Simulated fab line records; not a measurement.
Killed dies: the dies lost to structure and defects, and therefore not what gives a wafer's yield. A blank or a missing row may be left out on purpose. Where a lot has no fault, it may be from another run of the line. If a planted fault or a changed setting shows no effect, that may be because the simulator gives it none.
fab line records	flow nand-harc
record lots=6	wafers=18	last-day=31
route steps=1302 shown P_M0@272 P_M1@285 END@1302
lots with no fault: from the same line, run without faults
start-h: hours from the record's first day to the start of the lot's first wafer shown	wait-h: how many hours have passed since the lot's step before this one	" unchanged from the row above	L1.1+2: a row that stands for several wafers	- no value, or no start given	* or withheld: withheld	< > ~ a bound
route shown NAME@n: names a module that has steps shown in the file, with the first one's number in the route	usual: mean and standard deviation over wafers with no fault	same: alike in all rows	chamber/n: place in a boat	sites: readings site by site	_std_site: the standard deviation of these	_edge_site: the outer-site mean with the inner-site mean subtracted	radius-mm: how far each site lies from the wafer's centre	mask NAME#n: copy n	behind: tool/chamber where the wafer was last shaped	hold: the reason the lot was held/the length of the hold in hours/how it ended	device: whichever transistor did not switch (one of n, p or np)	end of line: tests run on the same wafers once the route is complete	for a step that has no rows: nothing shown but its recipe	killed: dies that structure and defects cost at the first sort, which is not the same as the wafer's yield	map: shows each die of a wafer: x if killed, . if not, _ if none is there
set.NAME: the setting the step ran with; set.NAME@STEP: the setting that earlier step ran with	model.NAME: the simulator's own value behind a step, which no gauge read
a table for each step, a row for each wafer; lots at some steps of the route
services: from which hour (start-h, from the record's first day; less than 0 if before it) a tool's chamber was out of use, for how many hours, and why
## steps
# step NHARC_P_M0_DEGAS_28
# recipe temp-c=250	time-s=60
# step NHARC_P_M0_PRE_CLEAN_29
# recipe time-s=30	temp-c=280	gas=H2/He
# usual heater-power-w=411/37
lot.wafer	tool	chamber	start-h	wait-h	heater-power-w
L503.2	pvd-sputter-02	-	-	-	462
L503.3	"	-	"	"	401
L503.6	"	-	"	"	328
L511.3	pvd-sputter-03	-	-	-	425
L511.4	"	-	"	"	451
L511.1	"	-	"	"	393
L513.4	pvd-sputter-02	-	-	-	335
L513.3	"	-	"	"	394
L513.5	"	-	"	"	341
L517.1	pvd-sputter-01	-	-	-	379
L517.4	"	-	"	"	479
L517.6	"	-	"	"	403
L519.1	pvd-sputter-03	-	-	-	453
L519.4	"	-	"	"	425
L519.5	"	-	"	"	398
L522.2	pvd-sputter-02	-	-	-	369
L522.3	"	-	"	"	394
L522.6	"	-	"	"	449
# step NHARC_P_M0_PVD_20
# recipe target-thk-a=50	bias-v=168.6	power-w=15000	chamber-pressure-pa=0.12	time-s=8.06	substrate-temp-c=50	material=TaN
# usual substrate-temp-c=50.01/0.099	throttle-valve-pct=29.9/0.96
lot.wafer	tool	chamber	start-h	wait-h	substrate-temp-c	throttle-valve-pct
L503.2	pvd-sputter-02	-	-	-	50.05	32.1
L503.3	"	-	"	"	49.93	30.1
L503.6	"	-	"	"	49.92	29.1
L511.3	pvd-sputter-03	-	-	-	49.90	29.9
L511.4	"	-	"	"	50.10	28.9
L511.1	"	-	"	"	50.14	30.0
L513.4	pvd-sputter-02	-	-	-	50.07	30.5
L513.3	"	-	"	"	50.07	31.8
L513.5	"	-	"	"	50.00	28.9
L517.4	pvd-sputter-01	-	-	-	49.92	30.9
L517.1	"	-	"	"	49.95	27.9
L517.6	"	-	"	"	49.98	30.4
L519.1	pvd-sputter-03	-	-	-	50.09	30.2
L519.4	"	-	"	"	49.96	28.8
L519.5	"	-	"	"	50.05	29.8
L522.2	pvd-sputter-02	-	-	-	50.19	31.7
L522.3	"	-	"	"	50.00	30.1
L522.6	"	-	"	"	49.72	28.9
# step NHARC_P_M0_PVD_21
# recipe target-thk-a=300	chamber-pressure-pa=5	power-w=5000	substrate-temp-c=30	time-s=20.49	material=Cu
# step NHARC_P_M0_ECD_22
# recipe target-thk-a=4000	bath-temp-c=25	material=Cu
# step NHARC_P_M0_ANNEAL_30
# recipe temp-c=225	time-s=90
# usual wafer_temp_C_max=226.0/0.52
lot.wafer	tool	chamber	start-h	wait-h	wafer_temp_C_max
L503.2	rtp-anneal-01	0	127.20	-	225.7
L503.3	"	0	"	"	225.9
L503.6	"	0	"	"	225.4
L511.1	rtp-anneal-02	0	204.69	0.3	227.1
L511.3	"	0	"	"	226.9
L511.4	"	0	"	"	225.9
L513.3	rtp-anneal-01	0	217.33	-	225.6
L513.4	"	0	"	"	225.4
L513.5	"	0	"	"	225.7
L517.1	rtp-anneal-01	0	269.82	-	225.8
L517.4	"	0	"	"	225.6
L517.6	"	0	"	"	225.9
L519.1	rtp-anneal-02	0	293.32	0.3	226.2
L519.4	"	0	"	"	226.5
L519.5	"	0	"	"	226.5
L522.2	rtp-anneal-02	0	308.52	0.3	226.2
L522.3	"	0	"	"	226.3
L522.6	"	0	"	"	226.4
# step NHARC_P_M0_CMP_23
# recipe t-overpolish-s=20	target-thk-nm=117.54
# usual motor-current-A=12.3/1.6	time-to-endpoint-s=28.4/2.2
lot.wafer	tool	chamber	start-h	wait-h	motor-current-A	time-to-endpoint-s
L503.3	cmp-01	0	127.55	-	12.3	30.0
L503.2	"	1	"	"	11.8	28.5
L503.6	"	3	"	"	15.5	30.4
L511.3	cmp-03	3	205.08	-	11.1	29.8
L511.1	"	0	"	"	11.9	23.2
L511.4	"	1	"	"	11.4	28.7
L513.4	cmp-02	0	217.57	-	10.9	29.2
L513.3	"	2	"	"	13.4	28.0
L513.5	"	0	"	"	10.2	30.8
L517.4	cmp-01	0	270.16	-	12.1	29.2
L517.1	"	1	"	"	12.4	24.8
L517.6	"	1	"	"	12.5	26.7
L519.4	cmp-03	1	293.72	-	11.6	28.3
L519.1	"	2	"	"	12.9	28.1
L519.5	"	3	"	"	10.4	30.2
L522.2	cmp-03	0	308.87	-	11.1	24.0
L522.3	"	1	"	"	10.9	28.3
L522.6	"	2	"	"	13.0	28.1
# step NHARC_P_M0_THK_MEAS_24
# recipe thk-meas-gauge=xrf
# usual thk-nm=117.2/1.3
lot.wafer	tool	chamber	start-h	wait-h	thk-nm
L503.2	film-metro-02	-	127.81	-	118.2
L503.3	"	-	"	"	118.8
L503.6	"	-	"	"	116.9
L511.1	film-metro-01	-	205.36	-	117.1
L511.3	"	-	"	"	117.5
L511.4	"	-	"	"	117.8
L513.3	film-metro-01	-	217.88	-	120.3
L513.4	"	-	"	"	117.4
L513.5	"	-	"	"	118.5
L517.1	film-metro-01	-	270.48	-	115.7
L517.4	"	-	"	"	115.4
L517.6	"	-	"	"	115.7
L519.1	film-metro-02	-	293.98	-	117.9
L519.4	"	-	"	"	118.0
L519.5	"	-	"	"	118.7
L522.2	film-metro-01	-	309.13	-	115.2
L522.3	"	-	"	"	116.7
L522.6	"	-	"	"	117.5
# step NHARC_P_M0_SRD_25
# step NHARC_P_M0_INSPECT_27
# usual raw-defect-count=306/120
lot.wafer	tool	chamber	start-h	wait-h	raw-defect-count
L503.2	defect-inspect-01	-	127.96	0.0	447
L503.3	"	-	"	"	433
L503.6	"	-	"	"	391
L511.1	defect-inspect-01	-	205.52	0.0	198
L511.3	"	-	"	"	364
L511.4	"	-	"	"	291
L513.3	defect-inspect-01	-	218.04	0.0	499
L513.4	"	-	"	"	580
L513.5	"	-	"	"	452
L517.1	defect-inspect-02	-	270.63	0.0	375
L517.4	"	-	"	"	427
L517.6	"	-	"	"	405
L519.1	defect-inspect-01	-	294.14	0.0	205
L519.4	"	-	"	"	460
L519.5	"	-	"	"	237
L522.2	defect-inspect-02	-	309.29	0.0	149
L522.3	"	-	"	"	168
L522.6	"	-	"	"	253
# step NHARC_P_M0_PRE_CLEAN_31
# recipe time-s=12	temp-c=370	rf-power-w=300	gas=NH3
# usual heater-power-w=672/56
lot.wafer	tool	chamber	start-h	wait-h	heater-power-w
L503.3	pecvd-04	1	128.03	0.1	690
L503.2	"	0	"	"	548
L503.6	"	0	"	"	527
L511.3	pecvd-04	1	205.59	0.1	686
L511.1	"	2	"	"	647
L511.4	"	0	"	"	571
L513.3	pecvd-04	2	218.12	0.1	679
L513.5	"	1	"	"	689
L513.4	"	0	"	"	614
L517.1	pecvd-01	2	270.70	0.1	715
L517.6	"	0	"	"	692
L517.4	"	1	"	"	699
L519.1	pecvd-01	1	294.22	0.1	735
L519.5	"	0	"	"	696
L519.4	"	2	"	"	750
L522.2	pecvd-01	0	309.35	0.1	647
L522.3	"	1	"	"	664
L522.6	"	1	"	"	653
# step NHARC_P_M0_DEP_32
# recipe target-thk-a=300	temp-c=370	target-thk-nm=30	pressure-torr=3	flow-sccm=200	rf-w=450	material=SiCN
# usual heater-power-w=619/52	rf-fwd-power-W=449.1/1.3
lot.wafer	tool	chamber	start-h	wait-h	heater-power-w	rf-fwd-power-W
L503.3	pecvd-04	1	128.11	0.1	590	448.4
L503.2	"	0	"	"	608	448.8
L503.6	"	0	"	"	604	449.1
L511.3	pecvd-04	1	205.66	0.1	580	518.9
L511.1	"	2	"	"	579	521.8
L511.4	"	0	"	"	571	520.9
L513.3	pecvd-04	2	218.22	0.1	612	520.8
L513.5	"	1	"	"	593	521.6
L513.4	"	0	"	"	553	520.3
L517.1	pecvd-01	2	270.78	0.1	701	449.0
L517.6	"	0	"	"	650	450.1
L517.4	"	1	"	"	678	449.0
L519.1	pecvd-01	1	294.33	0.1	578	449.0
L519.5	"	0	"	"	590	449.1
L519.4	"	2	"	"	708	448.7
L522.2	pecvd-01	0	309.43	0.1	662	450.8
L522.3	"	1	"	"	695	449.2
L522.6	"	1	"	"	672	449.0
# step NHARC_P_M1_DEP_00
# recipe target-thk-a=1825	target-thk-nm=182.5	temp-c=withheld	pressure-torr=5	flow-sccm=200	rf-w=600	material=SiOC
# step NHARC_END_SORT_01
# recipe temp-c=25
# usual defect-limited-yield=91.1/2.7	killed-at-array=55/19	killed-at-other=0.6/0.99	killed-at-periphery=4.2/2.6	killed-dies=60/18	killed-open=3.4/1.7	killed-short=2.3/1.5
# same gross-dies=677
lot.wafer	tool	chamber	start-h	wait-h	defect-limited-yield[%]	killed-at-array	killed-at-other	killed-at-periphery	killed-dies	killed-open	killed-short
L503.2	prober-02	0	564.42	2.8	89.8	65	2	2	69	4	1
L503.3	prober-02	0	565.23	3.1	87.7	78	1	4	83	1	1
L503.6	prober-02	0	567.66	4.1	86.7	88	0	2	90	6	4
L513.3	prober-02	0	647.00	3.1	90.8	54	0	8	62	2	1
L513.4	prober-02	0	647.80	3.4	91.1	57	0	3	60	5	1
L513.5	prober-02	0	648.61	3.7	88.8	66	0	10	76	3	3
L517.1	prober-02	0	704.66	2.5	90.3	61	3	2	66	6	0
L517.4	prober-02	0	707.03	3.4	90.5	58	4	2	64	3	3
L517.6	prober-02	0	708.61	3.9	90.7	61	1	1	63	3	5
L522.2	prober-01	0	733.58	3.1	93.9	37	0	4	41	5	6
L522.3	prober-01	0	734.38	3.4	96.2	25	0	1	26	2	1
L522.6	prober-01	0	736.76	4.3	94.2	35	0	4	39	4	2
# killed by level:class
L503.2 A_CHANNEL_HOLE_D1:chamber-film-flake=24 A_CHANNEL_HOLE_D2:chamber-film-flake=22 A_SLIT:chamber-film-flake=5 A_CONTACT:chamber-film-flake=5 A_WL_FILL:chamber-film-flake=2 THIN_TSV:chamber-film-flake=2 P_GATE:geometric-particle:open=1 P_CONTACT:geometric-particle:open=1
L503.3 A_CHANNEL_HOLE_D1:chamber-film-flake=23 A_SLIT:chamber-film-flake=22 A_CHANNEL_HOLE_D2:chamber-film-flake=18 P_CONTACT:chamber-film-flake=4 A_WL_FILL:chamber-film-flake=4 A_DECK1_JOINT:chamber-film-flake=2 A_STAIRCASE:chamber-film-flake=2 A_CONTACT:chamber-film-flake=2
L503.6 A_CHANNEL_HOLE_D2:chamber-film-flake=28 A_CHANNEL_HOLE_D1:chamber-film-flake=23 A_SLIT:chamber-film-flake=19 A_CONTACT:chamber-film-flake=4 A_ONON_D1:geometric-particle:short=2 A_WL_FILL:geometric-particle:open=2 A_WL_FILL:chamber-film-flake=2 P_GATE:geometric-particle:open=1
L513.3 A_CHANNEL_HOLE_D1:chamber-film-flake=32 A_CHANNEL_HOLE_D2:chamber-film-flake=9 P_BONDPAD:chamber-film-flake=6 A_CONTACT:chamber-film-flake=4 P_GATE:chamber-film-flake=2 A_CHANNEL_FILL_D1:chamber-film-flake=2 A_SLIT:chamber-film-flake=2 A_SOURCE_PLATE:geometric-particle:open=1
L513.4 A_CHANNEL_HOLE_D1:chamber-film-flake=21 A_CHANNEL_HOLE_D2:chamber-film-flake=12 A_CONTACT:chamber-film-flake=5 A_CHANNEL_FILL_D1:chamber-film-flake=4 A_WL_FILL:chamber-film-flake=3 A_DECK1_JOINT:chamber-film-flake=2 A_CHANNEL_FILL_D2:chamber-film-flake=2 A_SLIT:chamber-film-flake=2
L513.5 A_CHANNEL_HOLE_D1:chamber-film-flake=28 A_CHANNEL_HOLE_D2:chamber-film-flake=16 P_BONDPAD:chamber-film-flake=5 A_CONTACT:chamber-film-flake=4 A_CHANNEL_FILL_D1:chamber-film-flake=4 A_SLIT:chamber-film-flake=4 A_STAIRCASE:chamber-film-flake=3 P_CONTACT:geometric-particle:open=1
L517.1 A_SLIT:chamber-film-flake=30 A_CHANNEL_HOLE_D1:chamber-film-flake=10 A_CONTACT:chamber-film-flake=10 A_CHANNEL_FILL_D2:chamber-film-flake=3 THIN_TSV:chamber-film-flake=3 A_SGD_CUT:geometric-particle:open=2 A_DECK1_JOINT:chamber-film-flake=2 P_CONTACT:geometric-particle:open=1
L517.4 A_SLIT:chamber-film-flake=38 A_CONTACT:chamber-film-flake=6 A_CHANNEL_HOLE_D1:chamber-film-flake=5 THIN_TSV:chamber-film-flake=3 A_STAIRCASE:chamber-film-flake=2 A_WL_FILL:chamber-film-flake=2 P_STI:geometric-particle:short=1 A_SOURCE_PLATE:geometric-particle:open=1
L517.6 A_SLIT:chamber-film-flake=34 A_CONTACT:chamber-film-flake=8 A_CHANNEL_HOLE_D1:chamber-film-flake=3 A_CHANNEL_FILL_D2:chamber-film-flake=3 A_ONON_D2:geometric-particle:open=2 A_ZERO_WELL:chamber-film-flake=2 A_WL_FILL:chamber-film-flake=2 P_M1:geometric-particle:short=1
L522.2 A_CHANNEL_HOLE_D1:chamber-film-flake=12 A_CONTACT:chamber-film-flake=6 A_SLIT:chamber-film-flake=4 A_WL_FILL:chamber-film-flake=3 A_ONON_D1:geometric-particle:short=2 A_DECK1_JOINT:geometric-particle:open=2 P_STI:chamber-film-flake=2 P_M1:geometric-particle:short=1
L522.3 A_CHANNEL_HOLE_D1:chamber-film-flake=11 A_WL_FILL:chamber-film-flake=5 A_CONTACT:chamber-film-flake=5 A_SLIT:chamber-film-flake=2 P_CONTACT:geometric-particle:open=1 A_CHANNEL_FILL_D1:geometric-particle:short=1 A_M1:geometric-particle:open=1
L522.6 A_CHANNEL_HOLE_D1:chamber-film-flake=10 A_SLIT:chamber-film-flake=9 A_CONTACT:chamber-film-flake=6 A_WL_FILL:chamber-film-flake=5 P_CONTACT:geometric-particle:open=2 P_STI:chamber-film-flake=2 A_DECK1_JOINT:geometric-particle:open=1 A_ONON_D2:geometric-particle:short=1
## services
tool	chamber	start-h	hours	kind
cmp-03	-	103.46	4.0	repair
pvd-sputter-02	-	104.80	10.0	pm
cmp-03	-	112.13	0.7	repair
cmp-03	-	113.82	4.0	repair
pecvd-01	2	121.81	6.7	repair
pecvd-01	-	130.00	13.0	pm
pecvd-01	2	146.83	11.0	repair
cmp-03	-	162.00	4.0	pm
pvd-sputter-03	-	169.21	6.8	repair
pvd-sputter-03	-	176.05	10.0	pm
pecvd-04	-	177.19	2.2	repair
cmp-01	-	196.47	4.0	pm
cmp-01	-	205.04	8.0	repair
cmp-01	-	215.39	0.3	repair
pvd-sputter-01	-	227.23	10.0	pm
cmp-01	-	243.22	3.3	repair
pecvd-01	0	244.33	8.0	repair
cmp-03	-	260.00	4.0	pm
pecvd-04	1	267.62	12.7	repair
pecvd-04	-	269.00	13.0	pm
cmp-03	-	272.28	0.5	repair
cmp-01	-	275.10	1.6	repair
pvd-sputter-02	-	282.80	10.0	pm
cmp-01	-	294.47	4.0	pm
## key
first-sign step=NHARC_P_M0_DEP_32	reading=rf-fwd-power-W	direction=up	sigmas=57	usual=*	struck=*
effect none on later readings
met-at NHARC_P_M0_DEP_32
struck-wafers L511.1,L511.3,L511.4,L513.3,L513.4,L513.5
onset-between 128.11 205.66
fault kind=process-parameter-drift	tool=pecvd-04	chamber=-	onset-h=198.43	steps=NHARC_P_M0_DEP_32	channel=rf-w	offset=*	shape=step	end-h=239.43	acts-in=*	stated=*
